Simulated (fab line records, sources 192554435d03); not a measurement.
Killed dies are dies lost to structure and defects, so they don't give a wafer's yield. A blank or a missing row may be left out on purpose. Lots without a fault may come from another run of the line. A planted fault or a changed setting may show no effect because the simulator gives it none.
fab line records | flow n5_finfet
record lots=6 wafers=17 last_day=17
route steps=1938 shown BEOL_M2@888 PASSIVATION@1936
lots that met no fault: from a run of the same line without faults
start_h: hours from the record's first day to the start of the lot's first wafer shown | wait_h: hours since the lot's step before | " the same as in the row above | L1.1+2: a row that stands for several wafers | - no value, or no start given | * or withheld: withheld | < > ~ a bound
route shown NAME@n: a module of which the file shows steps, and the number in the route of the first | usual: mean/standard deviation of fault-free wafers | same: alike in all rows | chamber/n: place in a boat | sites: the reading at each site | _std_site: their standard deviation | _edge_site: outer sites' mean less inner sites' | radius_mm: how far each site lies from the wafer's centre | mask NAME#n: copy n | behind: the tool/chamber that last shaped the wafer | hold: why the lot was held/for how many hours/how that ended | device: the transistor (n, p or np) that didn't switch | end of line: the same wafers' tests at the end of the route | a step without rows: its recipe alone | killed: dies lost to structure and defects at the first sort, not the wafer's yield | map: a wafer's dies, x killed, . not, _ none there
set.NAME: the setting as run; set.NAME@STEP: as run at that earlier step | model.NAME: the simulator's own value behind a step, which no gauge read
lots at some steps of the route; a table a step, a row a wafer
services: from which hour (start_h, from the record's first day; less than 0 if before it) a tool's chamber was out of use, for how many hours, and why
## steps
# step N5_BEOL_M2_STRIP_83
# recipe chemistry=C4F6/O2 resist=SiARC rf_frequency_hz=6e+07
# step N5_BEOL_M2_STRIP_36
# recipe chemistry=N2/H2 power_w=450 temp_c=40 pressure_mtorr=20 rf_frequency_hz=6e+07 overash_fraction=0.3 bias_power_w=7 h2_frac=0.5 n2_flow_sccm=200 h2_flow_sccm=200
# usual chamber_pressure_mTorr=20.000/0.029 drypump_motor_current_A=5.53/0.28 oes_product_au=0.80/0.088 rf_vpp_V=59.0/1.5 showerhead_plenum_p_Torr=2.49/0.1 throttle_valve_pct=23.6/0.3
# columns lot.wafer tool chamber start_h wait_h chamber_pressure_mTorr drypump_motor_current_A oes_product_au rf_hours_counter_h rf_vpp_V showerhead_plenum_p_Torr throttle_valve_pct
L360.1 rie_diel-02 2 144.32 0.0 19.972 5.82 0.70 248 57.9 2.59 23.9
L360.3 " 3 " " 20.013 5.40 0.75 147 58.6 2.43 24.1
L360.4 " 0 " " 19.999 5.48 0.69 188 60.4 2.42 23.7
L363.3 rie_diel-03 0 155.89 0.0 19.967 5.55 0.82 84 57.7 2.68 24.0
L363.4 " 1 " " 20.040 5.69 0.77 118 57.4 2.43 23.7
L363.6 " 2 " " 19.989 5.57 0.74 - 58.9 2.30 23.5
L370.1 rie_diel-02 0 206.52 0.0 19.999 5.40 0.69 210 57.4 2.41 23.7
L370.5 " 2 " " 20.023 5.80 0.93 - 59.3 2.59 23.4
L370.6 " 3 " " 20.019 5.41 0.75 - 58.4 2.42 24.2
L375.4 rie_diel-02 3 228.38 0.0 20.020 5.37 0.73 175 60.6 2.42 24.2
L375.5 " 2 " " 20.015 5.80 0.90 - 58.8 2.58 23.5
L375.6 " 3 " " 20.041 5.39 0.73 - 61.7 2.42 24.2
L376.3 rie_diel-03 1 228.42 0.0 19.985 5.76 0.75 145 55.5 2.42 23.7
L376.4 " 2 " " 20.041 5.57 0.73 202 59.3 2.29 23.5
L376.6 " 0 " " 19.978 5.58 0.77 - 59.8 2.67 24.1
L381.1 rie_diel-03 2 281.51 0.0 19.947 5.58 0.72 221 57.9 2.28 23.5
L381.6 " 3 " " 19.993 5.79 0.83 - 57.0 2.46 23.4
# step N5_BEOL_M2_TRENCH_ETCH_37
# recipe chemistry=C4F6/O2 target_depth_a=555.55 target=SiOC time_s=29.2 ion_energy_ev=250 pressure_mtorr=30 source_w=355 bias_w=185 Ar_flow_sccm=300 C4F6_flow_sccm=10 O2_flow_sccm=10
# step N5_BEOL_M2_ETCH_41
# recipe chemistry=CH3F/O2 target=SiCN target_depth_a=299 taper_deg=2 time_s=52.5 ion_energy_ev=120 mask_material=TiN pressure_mtorr=30 source_w=395 bias_w=75 Ar_flow_sccm=150 CH3F_flow_sccm=30 O2_flow_sccm=20
# usual chamber_pressure_mTorr=29.996/0.028 drypump_motor_current_A=5.52/0.27 oes_product_au=0.81/0.089 rf_vpp_V=296.6/1.6 showerhead_plenum_p_Torr=1.97/0.079 throttle_valve_pct=16.35/0.22
# columns lot.wafer tool chamber start_h wait_h chamber_pressure_mTorr drypump_motor_current_A oes_product_au rf_hours_counter_h rf_vpp_V showerhead_plenum_p_Torr throttle_valve_pct
L360.1 rie_diel-02 2 - - 30.028 5.77 0.69 248 298.4 2.06 16.55
L360.3 " 3 " " 30.036 5.40 0.75 147 296.4 1.93 16.68
L360.4 " 0 " " 29.992 5.40 0.71 188 295.2 1.91 16.35
L363.3 rie_diel-03 0 - - 29.999 5.56 0.81 84 298.5 2.10 16.58
L363.4 " 1 " " 29.982 5.66 0.78 118 295.9 1.91 16.31
L363.6 " 2 " " 29.973 5.59 0.75 - 293.8 1.83 16.52
L370.1 rie_diel-02 0 - - 30.040 5.43 0.70 210 293.8 1.90 16.40
L370.5 " 2 " " 29.971 5.79 0.92 - 299.2 2.06 16.06
L370.6 " 3 " " 29.988 5.39 0.74 - 295.7 1.93 16.74
L375.4 rie_diel-02 3 - - 29.944 5.39 0.72 175 296.3 1.92 16.74
L375.5 " 2 " " 30.051 5.78 0.90 - 299.7 2.05 16.08
L375.6 " 3 " " 29.977 5.38 0.73 - 294.9 1.92 16.74
L376.3 rie_diel-03 1 - - 29.982 5.68 0.75 145 295.1 1.90 16.36
L376.4 " 2 " " 29.992 5.57 0.72 203 293.8 1.82 16.56
L376.6 " 0 " " 29.969 5.58 0.78 - 300.6 2.09 16.62
L381.1 rie_diel-03 2 - - 29.975 5.57 0.72 221 294.5 1.81 16.61
L381.6 " 3 " " 29.992 5.76 0.84 - 296.9 1.96 16.35
# step N5_BEOL_M2_STRIP_97
# recipe chemistry=N2/H2 time_s=10 power_w=450 temp_c=40 pressure_mtorr=20 rf_frequency_hz=6e+07 bias_power_w=7 n2_flow_sccm=200 h2_flow_sccm=200
# step N5_BEOL_M2_OCD_MEAS_38
# usual trench_depth_nm=56.0/1
# columns lot.wafer tool chamber start_h wait_h trench_depth_nm
L360.1 ocd-02 - 144.51 - 55.9
L360.3 " - " " 54.1
L360.4 " - " " 56.5
L363.3 ocd-02 - 156.09 - 56.9
L363.4 " - " " 55.4
L363.6 " - " " 56.3
L370.1 ocd-02 - 206.71 - 55.8
L370.5 " - " " 54.9
L370.6 " - " " 53.7
L375.4 ocd-01 - 228.58 - 53.9
L375.5 " - " " 55.1
L375.6 " - " " 54.6
L376.3 ocd-02 - 228.61 - 55.0
L376.4 " - " " 54.9
L376.6 " - " " 57.3
L381.1 ocd-02 - 281.70 - 55.7
L381.6 " - " " 56.1
# step N5_BEOL_M2_HM_STRIP_39
# recipe chemistry=peroxide_tin_strip material=TiN target_depth_a=250 temp_c=50 time_s=158
# step N5_BEOL_M2_SRD_40
# recipe time_s=30 temp_c=23 rinse_liquid=diw dry=ipa_marangoni
# step N5_BEOL_M2_PRECLEAN_42
# recipe chemistry=residue_remover time_s=60 temp_c=40
# step N5_BEOL_M2_SRD_43
# recipe time_s=30 temp_c=23 rinse_liquid=diw dry=ipa_marangoni
# step N5_BEOL_M2_CD_MEAS_35
# recipe target_cd_nm=18 target_cd_y_nm=22.2 polarity=opening
# usual cd_nm=18.1/0.36
# columns lot.wafer tool chamber start_h wait_h cd_nm
L360.1 cd_sem-02 - 144.66 0.0 18.5
L360.3 " - " " 18.0
L360.4 " - " " 18.0
L363.3 cd_sem-02 - 156.24 0.0 18.5
L363.4 " - " " 18.1
L363.6 " - " " 17.9
L370.1 cd_sem-03 - 206.87 0.0 18.2
L370.5 " - " " 18.3
L370.6 " - " " 18.8
L375.4 cd_sem-01 - 228.73 0.0 18.2
L375.5 " - " " 18.3
L375.6 " - " " 18.0
L376.3 cd_sem-03 - 228.77 0.0 18.5
L376.4 " - " " 18.1
L376.6 " - " " 18.3
L381.1 cd_sem-02 - 281.85 0.0 18.4
L381.6 " - " " 17.9
# step N5_BEOL_M2_DEGAS_44
# recipe ambient=vacuum temp_c=250 time_s=60
# step N5_BEOL_M2_PRE_CLEAN_45
# recipe gas=H2/He time_s=30 temp_c=250
# usual heater_power_w=323/18
# columns lot.wafer tool chamber start_h wait_h heater_power_w
L360.1 pvd_sputter-03 - 145.51 0.0 347
L360.3 " - " " 338
L360.4 " - " " 320
L363.3 pvd_sputter-02 - 156.89 0.0 323
L363.4 " - " " 325
L363.6 " - " " 314
L370.1 pvd_sputter-01 - 207.39 0.0 299
L370.5 " - " " 274
L370.6 " - " " 301
L375.4 pvd_sputter-01 - 228.99 0.0 310
L375.5 " - " " 271
L375.6 " - " " 293
L376.3 pvd_sputter-01 - 229.11 0.0 276
L376.4 " - " " 297
L376.6 " - " " 306
L381.1 pvd_sputter-03 - 281.95 0.0 329
L381.6 " - " " 327
# step N5_BEOL_M2_ALD_84
# recipe material=TaN target_thk_a=* temp_c=275 ald_precursor_family=PDMAT ald_co_reactant=NH3 pressure_torr=3 carrier_flow_sccm=1500 pulse_time_s=2 purge_time_s=3 co_reactant_purge_time_s=2 co_reactant_pulse_time_s=3 ald_cycles=30 precursor_vessel_temp_c=75 precursor_vessel_pressure_torr=26.25 precursor_vessel_carrier_sccm=1000
# step N5_BEOL_M2_SURFACE_TREAT_85
# recipe gas=Ar time_s=* ion_energy_ev=* ion_current_ma_cm2=0.5 pressure_mtorr=* ar_flow_sccm=30
# step N5_BEOL_M2_CVD_47
# recipe material=Co target_thk_a=30 temp_c=withheld precursor=CCTBA/H2 pressure_torr=30 time_s=223.8
# step N5_BEOL_M2_SPUTTER_48
# recipe material=Cu target_thk_a=45 temp_c=-20 chamber_pressure_pa=0.07 power_w=withheld time_s=8.29
# step N5_BEOL_M2_ANNEAL_49
# recipe temp_c=400 time_s=240 ambient=vacuum
# step N5_BEOL_M2_SPUTTER_79
# recipe material=Cu target_thk_a=45 temp_c=-20 chamber_pressure_pa=0.07 power_w=withheld time_s=8.29
# step N5_BEOL_M2_ANNEAL_80
# recipe temp_c=400 time_s=240 ambient=vacuum
# step N5_BEOL_M2_SPUTTER_81
# recipe material=Cu target_thk_a=45 temp_c=-20 chamber_pressure_pa=0.07 power_w=withheld time_s=8.29
# step N5_BEOL_M2_ANNEAL_82
# recipe temp_c=400 time_s=240 ambient=vacuum
# step N5_BEOL_M2_SPUTTER_86
# recipe material=Cu target_thk_a=45 temp_c=-20 chamber_pressure_pa=0.07 power_w=withheld time_s=8.29
# step N5_BEOL_M2_ANNEAL_87
# recipe temp_c=400 time_s=240 ambient=vacuum
# step N5_BEOL_M2_SPUTTER_88
# recipe material=Cu target_thk_a=45 temp_c=-20 chamber_pressure_pa=0.07 power_w=withheld time_s=8.29
# step N5_BEOL_M2_ANNEAL_89
# recipe temp_c=400 time_s=240 ambient=vacuum
# step N5_BEOL_M2_SPUTTER_90
# recipe material=Cu target_thk_a=45 temp_c=-20 chamber_pressure_pa=0.07 power_w=withheld time_s=8.29
# usual substrate_temp_c=-20.00/0.1 throttle_valve_pct=30.1/0.86
# columns lot.wafer tool chamber start_h wait_h substrate_temp_c throttle_valve_pct
L360.1 pvd_sputter-01 - 147.57 0.1 -19.91 29.8
L360.3 " - " " -20.01 28.3
L360.4 " - " " -20.13 31.1
L363.3 pvd_sputter-03 - 158.49 0.1 -19.84 29.3
L363.4 " - " " -19.95 29.7
L363.6 " - " " -19.82 29.4
L370.1 pvd_sputter-02 - 209.33 0.1 -19.95 29.8
L370.5 " - " " -20.00 31.8
L370.6 " - " " -20.10 30.8
L375.4 pvd_sputter-01 - 230.62 0.1 -20.06 29.8
L375.5 " - " " -19.94 30.0
L375.6 " - " " -20.00 31.1
L376.3 pvd_sputter-03 - 230.95 0.1 -19.86 30.1
L376.4 " - " " -20.02 29.9
L376.6 " - " " -19.91 29.9
L381.1 pvd_sputter-01 - 283.56 0.1 -20.00 31.0
L381.6 " - " " -20.07 30.2
# step N5_BEOL_M2_ANNEAL_91
# recipe temp_c=400 time_s=240 ambient=vacuum
# step N5_BEOL_M2_SPUTTER_92
# recipe material=Cu target_thk_a=45 temp_c=-20 chamber_pressure_pa=0.07 power_w=withheld time_s=8.29
# step N5_BEOL_M2_ANNEAL_93
# recipe temp_c=400 time_s=240 ambient=vacuum
# usual heater_power_w=807/49
# columns lot.wafer tool chamber start_h wait_h heater_power_w
L360.1 pvd_sputter-01 - 147.87 0.0 756
L360.3 " - " " 755
L360.4 " - " " 852
L363.3 pvd_sputter-03 - 158.79 0.0 785
L363.4 " - " " 870
L363.6 " - " " 792
L370.1 pvd_sputter-02 - 209.63 0.0 805
L370.5 " - " " 787
L370.6 " - " " 821
L375.4 pvd_sputter-01 - 230.92 0.0 755
L375.5 " - " " 703
L375.6 " - " " 833
L376.3 pvd_sputter-03 - 231.25 0.0 811
L376.4 " - " " 855
L376.6 " - " " 837
L381.1 pvd_sputter-01 - 283.86 0.0 855
L381.6 " - " " 760
# step N5_BEOL_M2_SPUTTER_94
# recipe material=Cu target_thk_a=45 temp_c=-20 chamber_pressure_pa=0.07 power_w=withheld time_s=8.29
# step N5_BEOL_M2_ANNEAL_95
# recipe temp_c=400 time_s=240 ambient=vacuum
# usual heater_power_w=808/48
# columns lot.wafer tool chamber start_h wait_h heater_power_w
L360.1 pvd_sputter-01 - 148.09 0.0 752
L360.3 " - " " 756
L360.4 " - " " 873
L363.3 pvd_sputter-03 - 159.01 0.0 795
L363.4 " - " " 855
L363.6 " - " " 814
L370.1 pvd_sputter-02 - 209.85 0.0 787
L370.5 " - " " 803
L370.6 " - " " 819
L375.4 pvd_sputter-01 - 231.14 0.0 748
L375.5 " - " " 687
L375.6 " - " " 872
L376.3 pvd_sputter-03 - 231.47 0.0 807
L376.4 " - " " 887
L376.6 " - " " 846
L381.1 pvd_sputter-01 - 284.08 0.0 850
L381.6 " - " " 760
# step N5_BEOL_M2_SPUTTER_96
# recipe material=Cu target_thk_a=45 temp_c=-20 chamber_pressure_pa=0.07 power_w=withheld time_s=8.29
# step N5_BEOL_M2_ECD_50
# recipe material=Cu target_thk_a=3000
# step N5_BEOL_M2_ANNEAL_51
# recipe temp_c=225 time_s=90 ambient=N2
# step N5_BEOL_M2_CMP_52
# recipe stop_on=SiOC t_overpolish_s=6.8 down_force_psi=1 platen_rpm=50 clearing_platen_down_force_psi=1.5 clearing_platen_rpm=50 post_cmp_clean=cu_alkaline target_thk_nm=40 clearing_platen_pad_velocity_m_s=0.99484 pad_velocity_m_s=0.99484
# step N5_BEOL_M2_THK_MEAS_53
# recipe thk_meas_gauge=xrf reads=Cu_of_BEOL_M2_ECD_50
# usual M2_THK=40.2/1.8
# columns lot.wafer tool chamber start_h wait_h M2_THK[nm]
L360.1 film_metro-01 - 149.31 - 39.4
L360.3 " - " " 38.1
L360.4 " - " " 40.6
L363.3 film_metro-02 - 159.94 - 40.5
L363.4 " - " " 39.7
L363.6 " - " " 38.8
L370.1 film_metro-02 - 210.93 - 40.4
L370.5 " - " " 39.8
L370.6 " - " " 37.2
L375.4 film_metro-01 - 232.26 - 40.6
L375.5 " - " " 39.0
L375.6 " - " " 38.2
L376.3 film_metro-01 - 232.71 - 40.3
L376.4 " - " " 38.8
L376.6 " - " " 41.3
L381.1 film_metro-01 - 285.05 - 37.6
L381.6 " - " " 39.1
# step N5_BEOL_M2_PRE_CLEAN_60
# recipe gas=NH3/H2 time_s=15 temp_c=* rf_power_w=300
# step N5_BEOL_M2_CO_CAP_55
# recipe material=Co target_thk_a=20 temp_c=200 precursor=CCTBA/H2 pressure_torr=30 time_s=102.1
# step N5_BEOL_M2_PRE_CLEAN_56
# recipe gas=NH3 time_s=15 temp_c=withheld rf_power_w=300
# step N5_BEOL_M2_DEP_57
# recipe material=SiCN target_thk_a=80 temp_c=withheld precursor=3MS/NH3 pressure_torr=3 rf_w=202 time_s=14
# step N5_BEOL_M2_RS_MEAS_58
# recipe thk_meas_gauge=four-point-probe reads=Co_of_BEOL_M2_CO_CAP_55+Cu_of_BEOL_M2_ECD_50+Co_of_BEOL_M2_CVD_47+TaN_of_BEOL_M2_ALD_84
# usual M2_RS=0.67/0.039
# columns lot.wafer tool chamber start_h wait_h M2_RS[ohm/sq]
L360.1 film_metro-01 - 149.57 0.0 0.69
L360.3 " - " " 0.72
L360.4 " - " " 0.66
L363.3 film_metro-02 - 160.23 0.1 0.66
L363.4 " - " " 0.68
L363.6 " - " " 0.71
L370.1 film_metro-01 - 211.19 0.0 0.66
L370.5 " - " " 0.68
L370.6 " - " " 0.74
L375.4 film_metro-02 - 232.52 0.0 0.66
L375.5 " - " " 0.69
L375.6 " - " " 0.71
L376.3 film_metro-02 - 232.97 0.1 0.67
L376.4 " - " " 0.70
L376.6 " - " " 0.65
L381.1 film_metro-02 - 285.31 0.0 0.72
L381.6 " - " " 0.69
# step N5_PASSIVATION_PROBE_49
# usual defect_limited_yield=91.3/1.3 killed_at_M0_to_M3=36/12 killed_at_M4_up=13/4.6 killed_at_contacts=13/5.4 killed_at_front_end=37/10 killed_at_other=3.6/2.9 killed_dies=102/15 killed_open=67/12 killed_short=33/7.5 sort_bin_4_leakage=0.00/0.023 sort_bin_5_function=5.1/0.93 sort_bin_6_memory=3.2/0.62 sort_n_pass=1078/15 sort_yield_pct=91.3/1.3
# same gross_dies=1180 killed_at_back_side=0 sort_bin_8_speed[%]=0
# columns lot.wafer tool chamber start_h wait_h defect_limited_yield[%] killed_at_M0_to_M3 killed_at_M4_up killed_at_contacts killed_at_front_end killed_at_other killed_dies killed_open killed_short sort_bin_4_leakage[%] sort_bin_5_function[%] sort_bin_6_memory[%] sort_n_pass sort_yield_pct[%]
L360.1 prober-02 - 269.71 0.0 90.3 35 7 11 59 2 114 78 32 0 5.2 4.2 1066 90.3
L360.3 prober-02 - 269.81 0.1 91.9 35 13 5 41 2 96 71 22 0 4.7 3.3 1084 91.9
L360.4 prober-02 - 269.86 0.2 90.7 25 6 10 67 2 110 74 35 0 5.5 3.5 1070 90.7
L363.3 prober-02 - 290.02 0.1 91.6 39 10 8 40 2 99 54 42 0 5.3 2.7 1081 91.6
L363.4 prober-02 - 290.07 0.2 90.0 53 10 8 47 0 118 76 41 0 5.8 3.6 1062 90.0
L363.6 prober-02 - 290.17 0.3 90.5 45 13 12 38 4 112 76 34 0 5.4 4.0 1068 90.5
L370.1 prober-01 - 342.10 0.0 93.9 16 14 9 28 5 72 49 22 0 3.1 2.7 1108 93.9
L370.5 prober-01 - 342.30 0.2 91.5 29 14 17 38 2 100 72 25 0 4.3 3.7 1080 91.5
L370.6 prober-01 - 342.35 0.3 92.0 29 18 10 34 3 94 63 30 0 5.0 2.8 1086 92.0
L375.4 prober-01 - 365.47 0.2 91.1 32 20 12 39 2 105 75 28 0 5.8 2.7 1075 91.1
L375.5 prober-01 - 365.52 0.2 83.5 138 15 9 27 6 195 60 35 0 11.8 3.0 985 83.5
L375.6 prober-01 - 365.57 0.3 92.5 34 12 6 36 1 89 56 31 0 4.4 2.9 1091 92.5
L376.3 prober-02 - 372.68 0.1 82.6 155 10 11 29 0 205 72 27 0 12.1 3.7 975 82.6
L376.4 prober-02 - 372.73 0.2 90.4 43 16 15 38 1 113 79 34 0.25 5.6 3.8 1064 90.2
L376.6 prober-02 - 372.83 0.3 91.4 45 8 17 32 0 102 73 27 0 4.6 3.7 1078 91.4
L381.1 prober-01 - 414.10 0.0 91.2 38 4 11 46 5 104 72 30 0 5.3 3.0 1076 91.2
L381.6 prober-01 - 414.35 0.3 91.9 27 12 14 41 2 96 53 38 0 4.9 2.7 1084 91.9
# killed by level:class
L360.1 FIN_SAQP:geometric_particle:open=21 STI_FIN_REVEAL:geometric_particle:open=16 BEOL_M2:geometric_particle:open=11 BEOL_M0_SAQP:geometric_particle:open=8 FIN_SAQP:geometric_particle:short=7 MOL_CONTACT_COAG:geometric_particle:open=6 MOL_CONTACT_COAG:geometric_particle:short=5 BEOL_M0:geometric_particle:short=5
L360.3 FIN_SAQP:geometric_particle:open=25 BEOL_M0_SAQP:geometric_particle:open=7 BEOL_M0:geometric_particle:open=7 STI_FIN_REVEAL:geometric_particle:open=6 BEOL_M0:geometric_particle:short=6 BEOL_M2:geometric_particle:open=6 MOL_CONTACT_COAG:geometric_particle:open=5 FIN_SAQP:geometric_particle:short=4
L360.4 FIN_SAQP:geometric_particle:open=23 FIN_SAQP:geometric_particle:short=13 STI_FIN_REVEAL:geometric_particle:open=13 MOL_CONTACT_COAG:geometric_particle:open=8 BEOL_M0_SAQP:geometric_particle:open=6 BEOL_M2:geometric_particle:open=5 BEOL_M0_SAQP:geometric_particle:short=5 BEOL_M8:geometric_particle:open=4
L363.3 FIN_SAQP:geometric_particle:open=16 FIN_SAQP:geometric_particle:short=11 BEOL_M2:geometric_particle:short=8 BEOL_M1:geometric_particle:short=7 BEOL_M2:geometric_particle:open=7 MOL_CONTACT_COAG:geometric_particle:open=6 STI_FIN_REVEAL:geometric_particle:open=5 BEOL_M0_SAQP:geometric_particle:short=5
L363.4 FIN_SAQP:geometric_particle:open=14 BEOL_M0_SAQP:geometric_particle:open=12 FIN_SAQP:geometric_particle:short=10 BEOL_M0_SAQP:geometric_particle:short=9 STI_FIN_REVEAL:geometric_particle:open=8 MOL_CONTACT_COAG:geometric_particle:open=8 BEOL_M1:geometric_particle:short=7 BEOL_M2:geometric_particle:open=7
L363.6 BEOL_M1:geometric_particle:open=13 FIN_SAQP:geometric_particle:short=11 FIN_SAQP:geometric_particle:open=8 MOL_CONTACT_COAG:geometric_particle:open=8 BEOL_M0_SAQP:geometric_particle:short=7 STI_FIN_REVEAL:geometric_particle:open=7 BEOL_M0_SAQP:geometric_particle:open=7 BEOL_M2:geometric_particle:open=7
L370.1 MOL_CONTACT_COAG:geometric_particle:open=9 BEOL_M0_SAQP:geometric_particle:short=6 FIN_SAQP:geometric_particle:open=5 DUMMY_GATE:geometric_particle:open=5 BEOL_M0_SAQP:geometric_particle:open=4 BEOL_M4:geometric_particle:open=4 STARTING-WAFER:geometric_particle:short=4 ILD0:geometric_particle:open=3
L370.5 MOL_CONTACT_COAG:geometric_particle:open=16 FIN_SAQP:geometric_particle:open=13 BEOL_M0_SAQP:geometric_particle:short=7 BEOL_M0_SAQP:geometric_particle:open=6 FIN_SAQP:geometric_particle:short=5 DUMMY_GATE:geometric_particle:open=5 STI_FIN_REVEAL:geometric_particle:open=4 BEOL_M4:geometric_particle:open=4
L370.6 MOL_CONTACT_COAG:geometric_particle:open=10 BEOL_M1:geometric_particle:open=7 BEOL_M4:geometric_particle:open=7 STI_FIN_REVEAL:geometric_particle:open=6 BEOL_M0_SAQP:geometric_particle:open=5 BEOL_M2:geometric_particle:open=4 BEOL_M0_SAQP:geometric_particle:short=4 FIN_SAQP:geometric_particle:open=3
L375.4 BEOL_M4:geometric_particle:open=10 STI_FIN_REVEAL:geometric_particle:open=10 MOL_CONTACT_COAG:geometric_particle:open=8 BEOL_M1:geometric_particle:open=7 GATE_CUT:geometric_particle:short=6 BEOL_M3:geometric_particle:open=6 DUMMY_GATE:geometric_particle:open=5 BEOL_M2:geometric_particle:open=5
L375.5 BEOL_M2:unspecified=98 BEOL_M0_SAQP:geometric_particle:short=12 BEOL_M0_SAQP:geometric_particle:open=9 MOL_CONTACT_COAG:geometric_particle:open=8 STI_FIN_REVEAL:geometric_particle:open=6 BEOL_M2:geometric_particle:open=5 GATE_CUT:geometric_particle:open=4 MIM_TOP:geometric_particle:short=4
L375.6 STI_FIN_REVEAL:geometric_particle:open=8 BEOL_M2:geometric_particle:open=7 BEOL_M3:geometric_particle:open=7 BEOL_M4:geometric_particle:open=7 BEOL_M0:geometric_particle:open=6 GATE_CUT:geometric_particle:short=5 FIN_SAQP:geometric_particle:short=4 GATE_CUT:geometric_particle:open=4
L376.3 BEOL_M2:unspecified=105 BEOL_M3:geometric_particle:open=15 BEOL_M2:geometric_particle:open=11 MOL_CONTACT_COAG:geometric_particle:open=10 BEOL_M0_SAQP:geometric_particle:open=9 BEOL_M0_SAQP:geometric_particle:short=7 DUMMY_GATE:geometric_particle:open=5 STI_FIN_REVEAL:geometric_particle:open=4
L376.4 MOL_CONTACT_COAG:geometric_particle:open=15 FIN_SAQP:geometric_particle:open=11 BEOL_M0_SAQP:geometric_particle:short=10 BEOL_M0_SAQP:geometric_particle:open=8 BEOL_M3:geometric_particle:open=8 FIN_SAQP:geometric_particle:short=7 STI_FIN_REVEAL:geometric_particle:open=6 BEOL_M2:geometric_particle:open=6
L376.6 MOL_CONTACT_COAG:geometric_particle:open=14 STI_FIN_REVEAL:geometric_particle:open=11 BEOL_M2:geometric_particle:open=10 BEOL_M0_SAQP:geometric_particle:short=8 BEOL_M0_SAQP:geometric_particle:open=8 BEOL_M3:geometric_particle:open=7 BEOL_M1:geometric_particle:open=5 GATE_CUT:geometric_particle:open=4
L381.1 FIN_SAQP:geometric_particle:open=15 BEOL_M2:geometric_particle:open=12 MOL_CONTACT_COAG:geometric_particle:open=11 FIN_SAQP:geometric_particle:short=7 GATE_CUT:geometric_particle:short=6 BEOL_M0:geometric_particle:short=5 BEOL_M0_SAQP:geometric_particle:open=5 BEOL_M3:geometric_particle:open=5
L381.6 FIN_SAQP:geometric_particle:short=11 MOL_CONTACT_COAG:geometric_particle:open=11 BEOL_M2:geometric_particle:open=7 FIN_SAQP:geometric_particle:open=6 BEOL_M0_SAQP:geometric_particle:open=6 BEOL_M0_SAQP:geometric_particle:short=6 ILD0:geometric_particle:short=4 GATE_CUT:geometric_particle:short=4
# map L375.5 (x killed, . not)
_________________..xx........________________
______________.................._____________
___________.............x....x....x__________
__________....x....................._________
________x....xx...xx.................._______
_______..x....................x..x.....______
______....x...x........x......x........x_____
_____..x..................x..............____
____...x....x............x...x............___
___.x..xxxx.x.x....x......x................__
___....xxxxxxx.x.x..................x.....x__
__.x.xxxxxxxxxx..x......x.................x._
__...xxxxxxxxxxxx....................x..x..._
_...xxxxxxxxxxxx..x......................x...
_..x.xxxxxxxxxxxxx.........................x.
_.....xxxxxxxxxxx..x.x....x...x..............
_x...xxxxxxx.xxxxx....x.....................x
_.x....x.xxx.x.x................x...x......x.
_.......xx.x.x...x..................x........
_.x....................x.....................
_....x...x....x....x.x......x....x.......x...
__x.....x....x.....x........x...xx..x......._
__..............x..............x............_
___.........x.........x.......xx.......x..x__
___.........................x..............__
____.x.......................x..x.......x.___
_____.........................x.....x....____
______...........................x......_____
_______xx.....x........x...............______
________...........x........x..x...x.._______
__________....................x....._________
___________.x.........x............__________
______________.................._____________
_________________x.........x.________________
# map L376.3 (x killed, . not)
_________________..x.........________________
______________....x............._____________
___________.x..x...x..............x__________
__________.................x.......x_________
________...........................x.x_______
_______.....x.....x......x............x______
______..................x..x.......x..x._____
_____......x...x.....x..x.x...........x..____
____.x..x.xx.x..x.........x.....x....x....___
___xx.xx.xx.x...x..........................__
___..xx.xxxxxxx.x........xx................__
__..x.xxxxxxxxxx...x.......x................_
__..xxxxxxxxxxxxxxx............x....x......._
_....xxxxxxxxxxxx.x.....x...x................
_....xxxxxxxxx..x.x...............x......x...
_...x.xxxxxxxxxx.x.x....x...........x.x......
_....xxxxxxxxxx..x...xx........x.............
_......x.xx.xxx..x......x....................
_......x.xxx...................x..x.......x..
_......x.x....................x....xx........
_.....................x...........x........x.
__........x..xx..........x........x......x.._
__............xx........x...x..x.....x......_
___..x............x........................__
___..x..x.x.....x............x.......x.....__
____x.......x............x............x...___
_____x................x.......x.....x....____
______...xxxx..........................._____
_______...............x................______
________.x.x.......x....x...........x._______
__________......................x..._________
___________........................__________
______________............x....._____________
_________________.....x......________________
## services
# columns tool chamber start_h hours kind
rie_diel-02 2 150.55 - clean
rie_diel-02 2 150.55 - consumable_replace:focus_ring
rie_diel-02 2 150.55 17.6 scheduled_down
rie_diel-02 2 150.55 17.6 vent_cycle
rie_diel-02 - 151.44 0.6 repair
pvd_sputter-03 - 161.40 1.8 repair
rie_diel-02 1 168.17 - clean
rie_diel-02 1 168.17 - consumable_replace:focus_ring
rie_diel-02 1 168.17 20.1 scheduled_down
rie_diel-02 1 168.17 20.1 vent_cycle
pvd_sputter-03 - 171.10 11.7 repair
pvd_sputter-01 - 188.53 1.3 repair
rie_diel-03 3 201.09 8.5 repair
## key
first_sign step=N5_PASSIVATION_PROBE_49 reading=killed_at_M0_to_M3 direction=up sigmas=9 usual=36 struck=146
effect step=N5_PASSIVATION_PROBE_49 reading=defect_limited_yield direction=down sigmas=6.4 usual=91.3 struck=83.1
more_kills_born_at N5_BEOL_M2_PRE_CLEAN_45@pvd_sputter-01=203
met_at N5_BEOL_M2_PRE_CLEAN_45
struck_wafers L375.5,L376.3
onset_between 207.39 228.99
fault kind=chamber_particle_source tool=pvd_sputter-01 chamber=- onset_h=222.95 steps=N5_BEOL_M2_PRE_CLEAN_45 rate_per_visit_cm2=0.53354 end_h=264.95 scope=struck_wafers_only
